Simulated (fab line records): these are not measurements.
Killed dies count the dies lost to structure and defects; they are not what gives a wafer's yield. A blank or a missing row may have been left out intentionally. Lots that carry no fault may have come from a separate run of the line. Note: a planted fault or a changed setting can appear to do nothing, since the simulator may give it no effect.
fab line records ; flow nand_harc ; part 2 of 2: steps 29 to 35 of 35
record: lots: 5; wafers: 15; last_day: 33
route steps=1302 shown P_M1@299 P_M2@318
lots that met no fault: taken from a fault-free run of the same line
start_h: start of the lot's first displayed wafer, in hours after the record's first day ; wait_h: hours from the lot's prior step to this one ; " repeats the value in the row above ; L1.1+2: a single row standing in for several wafers ; - value missing, or start not given ; * or withheld: withheld ; < > ~ a bound
route shown NAME@n: NAME is a module with steps in the file, n the number in the route of the first one ; usual: mean/standard deviation of fault-free wafers ; same: alike in all rows ; chamber/n: place in a boat ; sites: the reading at each site ; _std_site: the standard deviation of these ; _edge_site: inner sites' mean taken away from outer sites' mean ; radius_mm: for every site, how far away it sits from the centre of the wafer ; mask NAME#n: copy n ; behind: the most recent tool/chamber to have shaped the wafer ; hold: reason for holding the lot/hours on hold/outcome of the hold ; device: the n, p or np transistor that did not switch ; end of line: the route-end tests of the same wafers ; where a step has no rows: the recipe by itself ; killed: not the wafer's yield, but the dies lost to structure and defects at the first sort ; map: a wafer's dies, x killed, . not, _ none there
set.NAME: the run value of the setting; set.NAME@STEP: its run value at that earlier step ; model.NAME: the simulator's own value behind a step, which no gauge read
lots at selected steps of the route; one table per step, one row per wafer
services: from which hour (start_h, from the record's first day; less than 0 if before it) a tool's chamber was out of use, for how many hours, and why
== steps ==
step: NHARC_P_M2_CD_MEAS_09
recipe: target_cd_nm: 170; landing_energy_ev: 500
usual: cd_nm: 169.9/0.61
lot.wafer;tool;chamber;start_h;wait_h;cd_nm
L078.2;cd_sem-03;0;174.07;-;169.4
L078.3;cd_sem-03;0;174.07;-;169.1
L078.4;cd_sem-03;0;174.07;-;169.5
L085.3;cd_sem-01;0;237.28;-;170.0
L085.4;cd_sem-01;0;237.28;-;170.3
L085.5;cd_sem-01;0;237.28;-;170.4
L091.1;cd_sem-02;0;305.97;-;168.9
L091.3;cd_sem-02;0;305.97;-;170.2
L091.4;cd_sem-02;0;305.97;-;170.0
L093.1;cd_sem-02;0;320.95;-;170.4
L093.2;cd_sem-02;0;320.95;-;170.6
L093.6;cd_sem-02;0;320.95;-;170.0
L097.1;cd_sem-03;0;359.35;-;171.3
L097.2;cd_sem-03;0;359.35;-;170.9
L097.5;cd_sem-03;0;359.35;-;171.8
step: NHARC_P_M2_OVL_MEAS_10
recipe: pitch_nm: 340
usual: overlay_x_nm: 0.0/0.66; overlay_y_nm: -0.1/0.88
lot.wafer;tool;chamber;start_h;wait_h;overlay_x_nm;overlay_y_nm
L078.2;overlay-01;-;174.16;-;-0.9;0.5
L078.3;overlay-01;-;174.16;-;-0.4;1.0
L078.4;overlay-01;-;174.16;-;0.0;1.1
L085.3;overlay-01;-;237.37;-;0.4;0.8
L085.4;overlay-01;-;237.37;-;0.3;0.0
L085.5;overlay-01;-;237.37;-;0.4;0.9
L091.1;overlay-01;-;306.05;-;0.8;2.6
L091.3;overlay-01;-;306.05;-;0.4;2.2
L091.4;overlay-01;-;306.05;-;1.4;2.4
L093.1;overlay-02;-;321.03;-;-0.4;1.0
L093.2;overlay-02;-;321.03;-;-0.6;1.5
L093.6;overlay-02;-;321.03;-;-0.2;1.1
L097.1;overlay-02;-;359.44;-;-0.6;-0.7
L097.2;overlay-02;-;359.44;-;0.1;-1.5
L097.5;overlay-02;-;359.44;-;0.3;-1.0
step: NHARC_P_M2_INSPECT_11
usual: raw_defect_count: 4.7/2.9
lot.wafer;tool;chamber;start_h;wait_h;raw_defect_count
L078.2;defect_inspect-02;-;174.20;0.0;6
L078.3;defect_inspect-02;-;174.20;0.0;9
L078.4;defect_inspect-02;-;174.20;0.0;5
L085.3;defect_inspect-01;-;237.40;0.0;5
L085.4;defect_inspect-01;-;237.40;0.0;7
L085.5;defect_inspect-01;-;237.40;0.0;1
L091.1;defect_inspect-02;-;306.09;0.0;5
L091.3;defect_inspect-02;-;306.09;0.0;8
L091.4;defect_inspect-02;-;306.09;0.0;6
L093.1;defect_inspect-01;-;321.07;0.0;3
L093.2;defect_inspect-01;-;321.07;0.0;3
L093.6;defect_inspect-01;-;321.07;0.0;1
L097.1;defect_inspect-02;-;359.48;0.0;7
L097.2;defect_inspect-02;-;359.48;0.0;3
L097.5;defect_inspect-02;-;359.48;0.0;10
step: NHARC_P_M2_DESCUM_14
recipe: time_s: 3; o2_flow_sccm: 200; ar_flow_sccm: 0; bias_power_w: 0; chemistry: O2
usual: drypump_motor_current_A: 5.9/0.64; oes_product_au: 1.001/0.011; rf_vpp_V: 57.8/0.93; showerhead_plenum_p_Torr: 1.91/0.081; throttle_valve_pct: 11.311/0.0087
same: time_s: 3
lot.wafer;tool;chamber;start_h;wait_h;drypump_motor_current_A;oes_product_au;rf_hours_counter_h;rf_vpp_V;showerhead_plenum_p_Torr;throttle_valve_pct
L078.2;rie_diel-01;0;174.26;0.1;5.2;1.022;6.8;58.5;1.91;11.284
L078.3;rie_diel-01;1;174.26;0.1;5.2;1.002;6.9;58.8;2.02;11.299
L078.4;rie_diel-01;3;174.26;0.1;6.6;1.006;6.2;57.1;1.85;11.308
L085.3;rie_diel-01;0;237.47;0.1;5.2;1.016;0.9;57.3;1.91;11.310
L085.4;rie_diel-01;1;237.47;0.1;5.2;0.989;0.7;57.5;2.02;11.314
L085.5;rie_diel-01;3;237.47;0.1;6.5;1.002;-;59.5;1.85;11.318
L091.1;rie_diel-12;1;306.15;0.1;4.7;0.996;0.9;58.3;1.78;11.317
L091.3;rie_diel-12;3;306.15;0.1;5.9;0.979;1.4;57.3;1.79;11.303
L091.4;rie_diel-12;0;306.15;0.1;6.6;1.002;1.2;56.6;1.98;11.293
L093.1;rie_diel-01;0;321.14;0.1;5.2;1.009;4.7;57.1;1.90;11.309
L093.2;rie_diel-01;1;321.14;0.1;5.2;0.987;4.5;59.3;2.02;11.319
L093.6;rie_diel-01;0;321.14;0.1;5.2;1.003;-;57.4;1.90;11.293
L097.1;rie_diel-12;1;359.54;0.1;4.7;0.992;3.6;56.0;1.78;11.311
L097.2;rie_diel-12;3;359.54;0.1;5.9;0.989;4.3;57.3;1.79;11.320
L097.5;rie_diel-12;2;359.54;0.1;6.7;0.993;-;57.2;1.86;11.324
step: NHARC_P_M2_ETCH_35
recipe: target_depth_a: 400; overetch_a: 120; time_s: 43.94; ion_energy_ev: 200; n2_flow_sccm: 150; h2_flow_sccm: 150; ar_flow_sccm: 0; rf_w: 400; bias_w: 150; chemistry: N2/H2
usual: drypump_motor_current_A: 5.9/0.63; oes_product_au: 1.000/0.012; rf_vpp_V: 430.2/2.5; showerhead_plenum_p_Torr: 2.03/0.089; throttle_valve_pct: 14.172/0.0093
same: time_s: 43.94
lot.wafer;tool;chamber;start_h;wait_h;drypump_motor_current_A;oes_product_au;rf_hours_counter_h;rf_vpp_V;showerhead_plenum_p_Torr;throttle_valve_pct
L078.3;rie_diel-01;3;174.34;0.1;6.5;1.007;6.2;427.0;1.97;14.175
L078.4;rie_diel-01;0;174.34;0.1;5.2;1.021;6.8;431.0;2.03;14.180
L078.2;rie_diel-01;1;174.34;0.1;5.2;0.990;6.9;433.1;2.16;14.183
L085.4;rie_diel-01;1;237.56;0.1;5.2;0.985;0.7;432.8;2.16;14.170
L085.3;rie_diel-01;2;237.56;0.1;5.9;0.998;0.6;433.7;2.14;14.179
L085.5;rie_diel-01;1;237.56;0.1;5.2;0.976;-;433.4;2.16;14.171
L091.4;rie_diel-12;0;306.24;0.1;6.6;1.008;1.2;432.6;2.11;14.167
L091.3;rie_diel-12;1;306.24;0.1;4.7;1.006;0.9;427.7;1.90;14.168
L091.1;rie_diel-12;3;306.24;0.1;5.9;0.996;1.4;426.6;1.90;14.175
L093.1;rie_diel-01;3;321.22;0.1;6.5;0.992;4.7;429.5;1.97;14.163
L093.2;rie_diel-01;1;321.22;0.1;5.2;0.996;4.6;433.6;2.16;14.172
L093.6;rie_diel-01;2;321.22;0.1;5.9;1.007;-;434.8;2.14;14.175
L097.1;rie_diel-12;3;359.63;0.1;5.9;0.981;4.3;426.7;1.90;14.180
L097.2;rie_diel-12;0;359.63;0.1;6.6;1.007;3.5;430.8;2.11;14.167
L097.5;rie_diel-12;0;359.63;0.1;6.6;0.999;-;431.0;2.11;14.166
step: NHARC_P_M2_ETCH_15
recipe: target_depth_a: 1825; time_s: 91.2; c4f8_flow_sccm: withheld; ar_flow_sccm: 400; rf_w: 600; bias_w: 300; chemistry: C4F8/Ar
usual: oes_product_au: 0.948/0.026; rf_vpp_V: 440.5/2.7
same: time_s: 91.2
lot.wafer;tool;chamber;start_h;wait_h;oes_product_au;rf_hours_counter_h;rf_vpp_V
L078.2;rie_diel-01;1;-;-;0.950;6.9;443.6
L078.4;rie_diel-01;2;-;-;0.974;4.7;444.0
L078.3;rie_diel-01;0;-;-;0.977;6.8;439.3
L085.4;rie_diel-01;0;-;-;0.943;0.9;440.6
L085.3;rie_diel-01;1;-;-;0.921;0.7;443.5
L085.5;rie_diel-01;3;-;-;0.931;-;439.5
L091.3;rie_diel-12;1;-;-;0.930;1.0;435.8
L091.4;rie_diel-12;3;-;-;0.919;1.4;435.7
L091.1;rie_diel-12;0;-;-;0.928;1.2;442.7
L093.2;rie_diel-01;0;-;-;0.981;4.7;439.4
L093.1;rie_diel-01;2;-;-;0.991;4.6;443.9
L093.6;rie_diel-01;3;-;-;0.952;-;439.4
L097.1;rie_diel-12;2;-;-;0.922;4.2;440.0
L097.2;rie_diel-12;0;-;-;0.940;3.5;443.6
L097.5;rie_diel-12;3;-;-;0.909;-;437.8
step: NHARC_P_M2_CD_MEAS_16
usual: cd_nm: 169.7/0.78
lot.wafer;tool;chamber;start_h;wait_h;cd_nm
L078.2;cd_sem-03;-;174.56;-;169.3
L078.3;cd_sem-03;-;174.56;-;169.2
L078.4;cd_sem-03;-;174.56;-;169.1
L085.3;cd_sem-03;-;237.78;-;169.1
L085.4;cd_sem-03;-;237.78;-;171.0
L085.5;cd_sem-03;-;237.78;-;169.9
L091.1;cd_sem-03;-;306.45;-;169.5
L091.3;cd_sem-03;-;306.45;-;170.4
L091.4;cd_sem-03;-;306.45;-;169.8
L093.1;cd_sem-01;-;321.44;-;170.8
L093.2;cd_sem-01;-;321.44;-;170.7
L093.6;cd_sem-01;-;321.44;-;169.1
L097.1;cd_sem-01;-;359.86;-;170.9
L097.2;cd_sem-01;-;359.86;-;171.2
L097.5;cd_sem-01;-;359.86;-;171.3
== services ==
tool;chamber;start_h;hours;kind
litho_track-01;-;155.00;7.0;pm
rie_diel-07;2;162.96;19.0;repair
pecvd-04;-;165.22;1.1;repair
rie_diel-12;1;165.31;4.3;repair
pecvd-03;-;185.06;13.0;pm
litho_track-04;-;203.00;7.0;pm
rie_diel-01;-;203.80;9.0;pm
pvd_sputter-01;-;226.00;10.0;pm
rie_diel-07;0;235.14;9.8;repair
rie_diel-01;-;249.69;0.8;repair
pecvd-03;0;258.49;15.4;repair
pvd_sputter-02;-;260.43;9.8;repair
rie_diel-07;3;264.80;9.4;repair
rie_diel-12;-;268.40;9.0;pm
pecvd-04;-;269.44;13.0;pm
rie_diel-07;3;276.96;22.8;repair
pvd_sputter-02;-;286.08;10.0;pm
rie_diel-06;-;307.20;9.0;pm
litho_track-01;-;330.00;7.0;pm
pecvd-04;-;337.53;2.8;repair
rie_diel-01;2;338.55;6.8;repair
rie_diel-01;0;342.59;1.3;repair
pvd_sputter-02;-;342.96;7.3;repair
pecvd-04;2;347.69;5.7;repair
